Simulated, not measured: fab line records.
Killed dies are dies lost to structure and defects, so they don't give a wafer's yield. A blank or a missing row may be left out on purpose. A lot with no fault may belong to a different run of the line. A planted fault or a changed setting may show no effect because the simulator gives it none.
fab line records + flow n5Finfet
[record]
- lots = 7
- wafers = 18
- lastDay = 21
route steps=1938 shown BEOL_M1@779 BEOL_M4@1111
lots untouched by any fault: they come from a run of this same line in which no faults occurred
startH: the number of hours between the record's first day and the start of the first shown wafer of the lot + waitH: hours since the lot's step before + " same as the row above + L1.1+2: a row that stands for several wafers + - no value, or no start given + * or withheld: withheld + < > ~ a bound
route shown NAME@n: names a module that has steps shown in the file, with the first one's number in the route + usual: mean and standard deviation over wafers with no fault + same: alike in all rows + chamber/n: place in a boat + sites: readings site by site + _std_site: the values' standard deviation + _edge_site: mean of outer sites minus mean of inner sites + radiusMm: how far each site lies from the wafer's centre + mask NAME#n: copy n + behind: tool/chamber where the wafer was last shaped + hold: reason for holding the lot/hours on hold/outcome of the hold + device: which transistor (n, p or np) failed to switch + end of line: tests run on the same wafers once the route is complete + a step without rows: its recipe alone + killed: not the wafer's yield, but the dies lost to structure and defects at the first sort + map: the dies of a wafer, with x for killed, . for not killed, _ for no die there
set.NAME: setting as actually run; set.NAME@STEP: the setting as run at that earlier step + model.NAME: the simulator's own value behind a step, which no gauge read
a table for each step, a row for each wafer; lots at some steps of the route
services: when a tool's chamber went out of use (startH, in hours from the record's first day, below 0 if earlier), for how many hours, and the reason
[[steps]]
[step N5_BEOL_M1_COAT_76]
[recipe]
- resist = underlayer
- tempC = 205
- timeS = 60
- spinRpm = 1500
- resistThkNm = 5
[step N5_BEOL_M1_COAT_22]
[recipe]
- resist = CAR-EUV
- spinRpm = 1500
- resistThkNm = 30
[step N5_BEOL_M1_EBR_24]
[recipe]
- solvent = PGMEA
- ebrWidthMm = 1.5
[step N5_BEOL_M1_SOFTBAKE_23]
[recipe]
- tempC = 110
- timeS = 60
- resist = CAR-EUV
[step N5_BEOL_M1_EXPOSE_25]
[recipe]
- maskId = V0
- na = 0.33
- sourceShape = quasar
- sigmaInner = 0.2
- sigmaOuter = 0.8
- polarization = unpolarized
- defocusNm = 5
- targetCdNm = 24
- doseMj = 63
[step N5_BEOL_M1_PEB_26]
[recipe]
- pebTempC = 100
- pebTimeS = 60
- resist = CAR-EUV
[step N5_BEOL_M1_DEVELOP_27]
[recipe]
- developTimeS = 30
- developer = TMAH
- resist = CAR-EUV
- rinseLiquid = surfactantRinse
- dry = airSpin
- devTempC = 23
[step N5_BEOL_M1_CD_MEAS_28]
[recipe]
- landingEnergyEv = 500
- detector = seInlens
- targetCdYNm = 23.3
[usual]
- cdNm = 23.98/0.22
[same]
- landingEnergyEv = 500
| lot.wafer | tool     | chamber | startH | waitH | cdNm  |
|-----------|----------|---------|--------|-------|-------|
| L307.1    | cdSem-01 | 0       | 137.73 | -     | 24.11 |
| L307.2    | "        | 0       | "      | "     | 24.20 |
| L307.3    | "        | 0       | "      | "     | 24.02 |
| L310.2    | cdSem-03 | 0       | 156.16 | -     | 23.79 |
| L310.5    | "        | 0       | "      | "     | 24.09 |
| L310.6    | "        | 0       | "      | "     | 23.66 |
| L312.3    | cdSem-02 | 0       | 163.01 | -     | 23.74 |
| L312.5    | "        | 0       | "      | "     | 24.11 |
| L312.6    | "        | 0       | "      | "     | 23.86 |
| L325.3    | cdSem-03 | 0       | 234.72 | -     | 24.00 |
| L325.4    | "        | 0       | "      | "     | 24.08 |
| L326.1    | cdSem-01 | 0       | 245.54 | -     | 23.60 |
| L326.3    | "        | 0       | "      | "     | 23.89 |
| L327.1    | cdSem-03 | 0       | 257.33 | -     | 24.27 |
| L327.5    | "        | 0       | "      | "     | 23.70 |
| L328.1    | cdSem-02 | 0       | 261.82 | -     | 23.91 |
| L328.2    | "        | 0       | "      | "     | 24.13 |
| L328.6    | "        | 0       | "      | "     | 23.71 |
[step N5_BEOL_M1_OVL_MEAS_29]
[recipe]
- pointsPerWafer = 522
[usual]
- V0_OVL = -0.5/0.8
| lot.wafer | tool       | chamber | startH | waitH | V0_OVL[nm] |
|-----------|------------|---------|--------|-------|------------|
| L307.1    | overlay-02 | 0       | 137.76 | 0.0   | -0.5       |
| L307.2    | "          | 0       | "      | "     | -1.0       |
| L307.3    | "          | 0       | "      | "     | -0.5       |
| L310.2    | overlay-02 | 0       | 156.19 | 0.0   | -0.3       |
| L310.5    | "          | 0       | "      | "     | -2.2       |
| L310.6    | "          | 0       | "      | "     | -0.7       |
| L312.3    | overlay-02 | 0       | 163.05 | 0.0   | 0.8        |
| L312.5    | "          | 0       | "      | "     | 0.2        |
| L312.6    | "          | 0       | "      | "     | 0.4        |
| L325.3    | overlay-02 | 0       | 234.76 | 0.0   | -0.8       |
| L325.4    | "          | 0       | "      | "     | 0.3        |
| L326.1    | overlay-01 | 0       | 245.58 | 0.0   | 0.4        |
| L326.3    | "          | 0       | "      | "     | 0.2        |
| L327.1    | overlay-01 | 0       | 257.36 | 0.0   | -0.8       |
| L327.5    | "          | 0       | "      | "     | 0.3        |
| L328.1    | overlay-01 | 0       | 261.85 | 0.0   | 0.7        |
| L328.2    | "          | 0       | "      | "     | -0.7       |
| L328.6    | "          | 0       | "      | "     | 0.2        |
[step N5_BEOL_M1_INSPECT_30]
[recipe]
- mode = adi
- inspectInstrument = brightfield
[usual]
- rawDefectCount = 382/85
| lot.wafer | tool             | chamber | startH | waitH | rawDefectCount |
|-----------|------------------|---------|--------|-------|----------------|
| L307.1    | defectInspect-02 | -       | 137.82 | 0.1   | 407            |
| L307.2    | "                | -       | "      | "     | 351            |
| L307.3    | "                | -       | "      | "     | 309            |
| L310.2    | defectInspect-01 | -       | 156.24 | 0.0   | 315            |
| L310.5    | "                | -       | "      | "     | 373            |
| L310.6    | "                | -       | "      | "     | 313            |
| L312.3    | defectInspect-02 | -       | 163.10 | 0.0   | 357            |
| L312.5    | "                | -       | "      | "     | 358            |
| L312.6    | "                | -       | "      | "     | 356            |
| L325.3    | defectInspect-01 | -       | 234.81 | 0.0   | 375            |
| L325.4    | "                | -       | "      | "     | 468            |
| L326.1    | defectInspect-01 | -       | 245.63 | 0.1   | 407            |
| L326.3    | "                | -       | "      | "     | 489            |
| L327.1    | defectInspect-01 | -       | 257.42 | 0.1   | 484            |
| L327.5    | "                | -       | "      | "     | 376            |
| L328.1    | defectInspect-02 | -       | 261.91 | 0.1   | 468            |
| L328.2    | "                | -       | "      | "     | 429            |
| L328.6    | "                | -       | "      | "     | 395            |
[step N5_BEOL_M1_DESCUM_33]
[recipe]
- chemistry = O2
- timeS = 7
- sourcePowerW = 50
- biasPowerW = 20
- pressureMtorr = 20
- rfFrequencyHz = 2.712e+07
- tempC = 40
- resist = CAR-EUV
- o2FlowSccm = 225
[usual]
- drypumpMotorCurrentA = 5.9/0.39
- oesProductAu = 0.80/0.083
- rfVppV = 243.0/1.3
- showerheadPlenumPTorr = 2.08/0.069
- throttleValvePct = 20.39/0.15
| lot.wafer | tool       | chamber | startH | waitH | drypumpMotorCurrentA | oesProductAu | rfHoursCounterH | rfVppV | showerheadPlenumPTorr | throttleValvePct |
|-----------|------------|---------|--------|-------|----------------------|--------------|-----------------|--------|-----------------------|------------------|
| L307.1    | rieDiel-06 | 2       | 137.85 | 0.0   | 5.5                  | 0.82         | 95              | 243.3  | 2.12                  | 20.33            |
| L307.2    | "          | 0       | "      | "     | 6.5                  | 0.79         | 132             | 243.8  | 2.19                  | 20.40            |
| L307.3    | "          | 3       | "      | "     | 5.8                  | 0.70         | 221             | 243.1  | 1.98                  | 20.27            |
| L310.2    | rieDiel-03 | 2       | 156.28 | 0.0   | 5.9                  | 0.85         | 45              | 243.8  | 2.13                  | 20.34            |
| L310.5    | "          | 3       | "      | "     | 6.2                  | 0.84         | -               | 241.9  | 2.02                  | 20.18            |
| L310.6    | "          | 0       | "      | "     | 6.0                  | 0.88         | -               | 243.5  | 2.06                  | 20.59            |
| L312.3    | rieDiel-06 | 3       | 163.13 | 0.0   | 5.8                  | 0.70         | 226             | 240.0  | 1.98                  | 20.26            |
| L312.5    | "          | 1       | "      | "     | 6.3                  | 0.98         | -               | 241.8  | 2.06                  | 20.42            |
| L312.6    | "          | 0       | "      | "     | 6.5                  | 0.78         | -               | 244.5  | 2.19                  | 20.42            |
| L325.3    | rieDiel-03 | 1       | 234.84 | 0.0   | 5.2                  | 0.69         | 239             | 243.3  | 2.15                  | 20.27            |
| L325.4    | "          | 3       | "      | "     | 6.2                  | 0.80         | 112             | 240.7  | 2.01                  | 20.22            |
| L326.1    | rieDiel-03 | 1       | 245.67 | 0.0   | 5.2                  | 0.68         | 242             | 244.9  | 2.15                  | 20.27            |
| L326.3    | "          | 3       | "      | "     | 6.2                  | 0.80         | 115             | 242.3  | 2.01                  | 20.23            |
| L327.1    | rieDiel-03 | 3       | 257.46 | 0.0   | 6.2                  | 0.79         | 118             | 241.8  | 2.01                  | 20.22            |
| L327.5    | "          | 3       | "      | "     | 6.2                  | 0.79         | -               | 242.8  | 2.01                  | 20.24            |
| L328.1    | rieDiel-06 | 0       | 261.94 | 0.0   | 6.5                  | 0.74         | 167             | 244.6  | 2.18                  | 20.45            |
| L328.2    | "          | 3       | "      | "     | 5.8                  | 0.66         | 254             | 240.4  | 1.97                  | 20.31            |
| L328.6    | "          | 3       | "      | "     | 5.8                  | 0.67         | -               | 241.1  | 1.97                  | 20.32            |
[step N5_BEOL_M1_ETCH_77]
[recipe]
- chemistry = N2/H2
- target = underlayer
- targetDepthA = 65
- maskMaterial = CAR-EUV
- timeS = 5.2
- ionEnergyEv = 200
- pressureMtorr = 30
- sourceW = 840
- biasW = 150
- n2FlowSccm = 200
- h2FlowSccm = 200
- ends = cleared
[usual]
- drypumpMotorCurrentA = 5.9/0.39
- etchRfOnTimeS = 5.20/0.077
- oesProductAu = 0.68/0.071
- rfVppV = 523.6/2.5
- showerheadPlenumPTorr = 2.53/0.081
- throttleValvePct = 17.82/0.15
| lot.wafer | tool       | chamber | startH | waitH | drypumpMotorCurrentA | etchRfOnTimeS | oesProductAu | rfHoursCounterH | rfVppV | showerheadPlenumPTorr | throttleValvePct |
|-----------|------------|---------|--------|-------|----------------------|---------------|--------------|-----------------|--------|-----------------------|------------------|
| L307.1    | rieDiel-06 | 2       | 137.89 | 0.0   | 5.6                  | 5.23          | 0.69         | 95              | 522.9  | 2.57                  | 17.64            |
| L307.2    | "          | 0       | "      | "     | 6.5                  | 5.26          | 0.66         | 132             | 526.3  | 2.65                  | 17.84            |
| L307.3    | "          | 3       | "      | "     | 5.8                  | 5.32          | 0.58         | 221             | 520.4  | 2.41                  | 17.77            |
| L310.2    | rieDiel-03 | 2       | 156.31 | 0.0   | 5.9                  | 5.14          | 0.72         | 45              | 524.9  | 2.59                  | 17.82            |
| L310.5    | "          | 3       | "      | "     | 6.2                  | 5.19          | 0.69         | -               | 522.5  | 2.46                  | 17.58            |
| L310.6    | "          | 0       | "      | "     | 6.0                  | 5.27          | 0.75         | -               | 522.5  | 2.49                  | 17.87            |
| L312.3    | rieDiel-06 | 3       | 163.16 | 0.0   | 5.8                  | 5.29          | 0.58         | 226             | 518.6  | 2.41                  | 17.75            |
| L312.5    | "          | 1       | "      | "     | 6.3                  | 5.10          | 0.83         | -               | 523.0  | 2.50                  | 17.83            |
| L312.6    | "          | 0       | "      | "     | 6.5                  | 5.21          | 0.66         | -               | 527.8  | 2.65                  | 17.87            |
| L325.3    | rieDiel-03 | 1       | 234.88 | 0.0   | 5.2                  | 5.23          | 0.59         | 239             | 526.6  | 2.61                  | 17.79            |
| L325.4    | "          | 3       | "      | "     | 6.2                  | 5.19          | 0.68         | 112             | 519.2  | 2.45                  | 17.61            |
| L326.1    | rieDiel-03 | 1       | 245.70 | 0.0   | 5.2                  | 5.31          | 0.58         | 242             | 523.0  | 2.61                  | 17.77            |
| L326.3    | "          | 3       | "      | "     | 6.2                  | 5.34          | 0.67         | 115             | 517.9  | 2.45                  | 17.62            |
| L327.1    | rieDiel-03 | 3       | 257.49 | 0.0   | 6.2                  | 5.27          | 0.67         | 118             | 521.0  | 2.45                  | 17.62            |
| L327.5    | "          | 3       | "      | "     | 6.2                  | 5.26          | 0.66         | -               | 522.3  | 2.45                  | 17.62            |
| L328.1    | rieDiel-06 | 0       | 261.98 | 0.0   | 6.5                  | 5.28          | 0.64         | 167             | 525.4  | 2.64                  | 17.89            |
| L328.2    | "          | 3       | "      | "     | 5.8                  | 5.36          | 0.57         | 254             | 519.5  | 2.40                  | 17.79            |
| L328.6    | "          | 3       | "      | "     | 5.9                  | 5.35          | 0.56         | -               | 520.9  | 2.40                  | 17.80            |
[step N5_BEOL_M1_ETCH_69]
[recipe]
- chemistry = CF4
- target = SiARC
- targetDepthA = 156
- maskMaterial = CAR-EUV
- timeS = 26
- ionEnergyEv = 80
- pressureMtorr = 40
- sourceW = 545
- biasW = 36
- Ar_flow_sccm = 100
- cf4FlowSccm = 100
- ends = cleared
[usual]
- drypumpMotorCurrentA = 5.9/0.38
- etchRfOnTimeS = 26.0/0.38
- oesProductAu = 0.69/0.07
- rfVppV = 184.0/1.1
- showerheadPlenumPTorr = 2.13/0.065
- throttleValvePct = 15.56/0.12
| lot.wafer | tool       | chamber | startH | waitH | drypumpMotorCurrentA | etchRfOnTimeS | oesProductAu | rfHoursCounterH | rfVppV | showerheadPlenumPTorr | throttleValvePct |
|-----------|------------|---------|--------|-------|----------------------|---------------|--------------|-----------------|--------|-----------------------|------------------|
| L307.1    | rieDiel-06 | 2       | 137.90 | 0.0   | 5.5                  | 25.5          | 0.70         | 95              | 184.6  | 2.16                  | 15.49            |
| L307.2    | "          | 0       | "      | "     | 6.5                  | 25.8          | 0.68         | 132             | 184.1  | 2.23                  | 15.53            |
| L307.3    | "          | 3       | "      | "     | 5.8                  | 25.9          | 0.60         | 221             | 182.4  | 2.03                  | 15.50            |
| L310.2    | rieDiel-03 | 2       | 156.33 | 0.0   | 5.9                  | 25.7          | 0.72         | 45              | 182.7  | 2.18                  | 15.51            |
| L310.5    | "          | 3       | "      | "     | 6.2                  | 25.8          | 0.71         | -               | 184.1  | 2.08                  | 15.39            |
| L310.6    | "          | 0       | "      | "     | 6.0                  | 26.2          | 0.75         | -               | 183.4  | 2.10                  | 15.63            |
| L312.3    | rieDiel-06 | 3       | 163.18 | 0.0   | 5.8                  | 26.2          | 0.59         | 226             | 182.7  | 2.03                  | 15.53            |
| L312.5    | "          | 1       | "      | "     | 6.3                  | 25.7          | 0.84         | -               | 183.4  | 2.11                  | 15.56            |
| L312.6    | "          | 0       | "      | "     | 6.5                  | 26.2          | 0.66         | -               | 184.1  | 2.23                  | 15.56            |
| L325.3    | rieDiel-03 | 1       | 234.89 | 0.0   | 5.2                  | 26.4          | 0.59         | 239             | 185.7  | 2.20                  | 15.56            |
| L325.4    | "          | 3       | "      | "     | 6.2                  | 19.9          | 0.80         | 112             | 181.2  | 2.07                  | 15.44            |
| L326.1    | rieDiel-03 | 1       | 245.72 | 0.0   | 5.2                  | 19.9          | 0.69         | 242             | 184.2  | 2.20                  | 15.57            |
| L326.3    | "          | 3       | "      | "     | 6.2                  | 26.4          | 0.68         | 115             | 183.7  | 2.07                  | 15.46            |
| L327.1    | rieDiel-03 | 3       | 257.51 | 0.0   | 6.2                  | 19.6          | 0.80         | 118             | 182.5  | 2.07                  | 15.47            |
| L327.5    | "          | 3       | "      | "     | 6.2                  | 26.0          | 0.68         | -               | 183.3  | 2.07                  | 15.47            |
| L328.1    | rieDiel-06 | 0       | 262.00 | 0.0   | 6.5                  | 26.5          | 0.64         | 167             | 184.3  | 2.22                  | 15.61            |
| L328.2    | "          | 3       | "      | "     | 5.8                  | 26.6          | 0.57         | 254             | 181.8  | 2.02                  | 15.58            |
| L328.6    | "          | 3       | "      | "     | 5.8                  | 26.7          | 0.58         | -               | 183.2  | 2.02                  | 15.56            |
[step N5_BEOL_M1_ALD_98]
[recipe]
- material = SiO2
- targetThkA = 25
- tempC = 100
- aldPrecursorFamily = BDEAS
- aldCoReactant = O2-plasma
- pulseTimeS = 1
- coReactantPulseTimeS = 1
- purgeTimeS = 2
- coReactantPurgeTimeS = 2
- aldCycles = 17
- pressureTorr = 2
[usual]
- heaterPowerW = 78/9.2
- precursorPulseHeightRel = 1.002/0.018
| lot.wafer | tool      | chamber | startH | waitH | heaterPowerW | precursorPulseHeightRel |
|-----------|-----------|---------|--------|-------|--------------|-------------------------|
| L307.1    | aldSin-02 | 3       | 138.13 | 0.2   | 74           | 0.997                   |
| L307.2    | "         | 1       | "      | "     | 76           | 0.993                   |
| L307.3    | "         | 0       | "      | "     | 73           | 1.039                   |
| L310.2    | aldSin-03 | 0       | 156.41 | 0.1   | 75           | 1.006                   |
| L310.5    | "         | 2       | "      | "     | 99           | 1.010                   |
| L310.6    | "         | 3       | "      | "     | 75           | 1.042                   |
| L312.3    | aldSin-03 | 1       | 163.26 | 0.1   | 68           | 0.976                   |
| L312.5    | "         | 1       | "      | "     | 69           | 1.002                   |
| L312.6    | "         | 2       | "      | "     | 99           | 1.023                   |
| L325.3    | aldSin-04 | 3       | 234.98 | 0.1   | 91           | 1.004                   |
| L325.4    | "         | 0       | "      | "     | 81           | 1.020                   |
| L326.1    | aldSin-04 | 3       | 245.80 | 0.1   | 91           | 1.002                   |
| L326.3    | "         | 2       | "      | "     | 72           | 1.009                   |
| L327.1    | aldSin-04 | 2       | 257.59 | 0.1   | 71           | 1.002                   |
| L327.5    | "         | 0       | "      | "     | 80           | 1.008                   |
| L328.1    | aldSin-03 | 3       | 262.08 | 0.1   | 75           | 0.994                   |
| L328.2    | "         | 1       | "      | "     | 68           | 1.025                   |
| L328.6    | "         | 2       | "      | "     | 100          | 1.004                   |
[step N5_BEOL_M4_RC_MEAS_101]
[usual]
- DIBL_N = 36.3/1.1
- DIBL_P = 36.3/1.4
- IOFF_N = 0.155/0.019
- IOFF_P = 0.211/0.027
- ION_N = 672/8.5
- ION_P = 462/5.8
- SS_N = 71.5/0.56
- SS_P = 73.3/0.52
- VT_N = 249.9/2.5
- VT_P = -249.8/2.8
| lot.wafer | tool      | chamber | startH | waitH | DIBL_N[mV/V] | DIBL_P[mV/V] | IOFF_N[nA/um] | IOFF_P[nA/um] | ION_N[uA/um] | ION_P[uA/um] | SS_N[mV/dec] | SS_P[mV/dec] | VT_N[mV] | VT_P[mV] |
|-----------|-----------|---------|--------|-------|--------------|--------------|---------------|---------------|--------------|--------------|--------------|--------------|----------|----------|
| L307.1    | prober-01 | 0       | 228.39 | 0.0   | 36.2         | 36.4         | 0.158         | 0.187         | 679          | 458          | 71.1         | 73.5         | 246.5    | -251.5   |
| L307.2    | "         | 0       | "      | "     | 35.3         | 35.3         | 0.145         | 0.165         | 671          | 450          | 71.6         | 72.4         | 248.8    | -254.5   |
| L307.3    | "         | 0       | "      | "     | 36.3         | 37.8         | 0.167         | 0.203         | 676          | 466          | 72.0         | 73.7         | 247.9    | -251.5   |
| L310.2    | prober-01 | 0       | 250.38 | 0.2   | 35.4         | 35.8         | 0.146         | 0.193         | 664          | 460          | 70.9         | 73.0         | 250.3    | -250.5   |
| L310.5    | "         | 0       | "      | "     | 34.8         | 33.5         | 0.128         | 0.167         | 668          | 461          | 70.8         | 72.9         | 253.6    | -251.9   |
| L310.6    | "         | 0       | "      | "     | 35.6         | 35.7         | 0.151         | 0.195         | 675          | 471          | 71.6         | 74.0         | 247.8    | -252.7   |
| L312.3    | prober-02 | 0       | 289.88 | 0.3   | 35.3         | 35.3         | 0.149         | 0.185         | 672          | 461          | 71.3         | 73.5         | 249.7    | -252.8   |
| L312.5    | "         | 0       | "      | "     | 36.5         | 37.0         | 0.173         | 0.213         | 683          | 468          | 71.7         | 73.4         | 246.0    | -247.2   |
| L312.6    | "         | 0       | "      | "     | 37.4         | 37.2         | 0.183         | 0.226         | 678          | 457          | 71.5         | 73.6         | 247.7    | -249.5   |
| L328.1    | prober-02 | 0       | 364.38 | 0.0   | 35.9         | 34.7         | 0.147         | 0.209         | 663          | 460          | 72.1         | 73.2         | 251.5    | -247.4   |
| L328.2    | "         | 0       | "      | "     | 38.3         | 37.1         | 0.191         | 0.245         | 680          | 464          | 72.3         | 73.6         | 247.8    | -247.4   |
| L328.6    | "         | 0       | "      | "     | 36.6         | 35.4         | 0.158         | 0.219         | 677          | 466          | 72.4         | 73.8         | 249.6    | -251.6   |
| L326.1    | prober-01 | 0       | 368.20 | 0.0   | 37.3         | 39.4         | 0.209         | 0.284         | 680          | 470          | 72.2         | 73.1         | 247.2    | -244.7   |
| L326.3    | "         | 0       | "      | "     | 35.0         | 37.1         | 0.165         | 0.238         | 675          | 470          | 71.0         | 73.3         | 247.5    | -246.2   |
| L325.3    | prober-02 | 0       | 390.37 | 0.3   | 36.9         | 37.1         | 0.168         | 0.230         | 677          | 466          | 71.7         | 73.5         | 245.2    | -246.1   |
| L325.4    | "         | 0       | "      | "     | 36.7         | 37.0         | 0.160         | 0.228         | 682          | 471          | 71.8         | 73.3         | 247.4    | -247.4   |
| L327.1    | prober-01 | 0       | 400.81 | 0.0   | 36.4         | 35.7         | 0.167         | 0.213         | 677          | 456          | 72.0         | 73.1         | 249.3    | -249.3   |
| L327.5    | "         | 0       | "      | "     | 35.6         | 34.6         | 0.155         | 0.197         | 673          | 460          | 72.1         | 73.2         | 248.3    | -250.5   |
[[services]]
| tool       | chamber | startH | hours | kind                        |
|------------|---------|--------|-------|-----------------------------|
| aldSin-03  | 0       | 118.27 | 20.1  | repair                      |
| rieDiel-06 | 1       | 123.02 | -     | clean                       |
| rieDiel-06 | 1       | 123.02 | -     | consumableReplace:focusRing |
| rieDiel-06 | 1       | 123.02 | 17.3  | scheduledDown               |
| rieDiel-06 | 1       | 123.02 | 17.3  | ventCycle                   |
| rieDiel-03 | 0       | 125.34 | 6.0   | repair                      |
| aldSin-04  | 1       | 168.36 | 12.8  | repair                      |
| aldSin-02  | 3       | 170.47 | 2.3   | repair                      |
| aldSin-02  | -       | 176.87 | 14.0  | pm                          |
| aldSin-02  | 0       | 176.87 | 14.0  | ventCycle                   |
| aldSin-02  | 1       | 176.87 | 14.0  | ventCycle                   |
| aldSin-02  | 2       | 176.87 | 14.0  | ventCycle                   |
| aldSin-02  | 3       | 176.87 | 14.0  | ventCycle                   |
| aldSin-02  | 0       | 190.87 | -     | clean                       |
| aldSin-02  | 1       | 190.87 | -     | clean                       |
| aldSin-02  | 2       | 190.87 | -     | clean                       |
| aldSin-02  | 3       | 190.87 | -     | clean                       |
| aldSin-04  | -       | 220.95 | 0.9   | repair                      |
| aldSin-04  | 1       | 232.79 | 7.4   | repair                      |
| aldSin-04  | 2       | 235.96 | 2.7   | repair                      |
| aldSin-04  | 3       | 241.21 | 4.3   | repair                      |
[[key]]
[firstSign]
- step = N5_BEOL_M1_ETCH_69
- reading = etchRfOnTimeS
- direction = down
- sigmas = 16
- usual = *
- struck = *
effect none on later readings
metAt N5_BEOL_M1_ETCH_69
struckWafers L325.4,L326.1,L327.1
onsetBetween 156.33 234.89
[fault]
- kind = processParameterDrift
- tool = rieDiel-03
- chamber = -
- onsetH = 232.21
- steps = N5_BEOL_M1_ETCH_69
- channel = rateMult
- offset = 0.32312
- shape = step
- endH = 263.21
- scope = struckWafersOnly
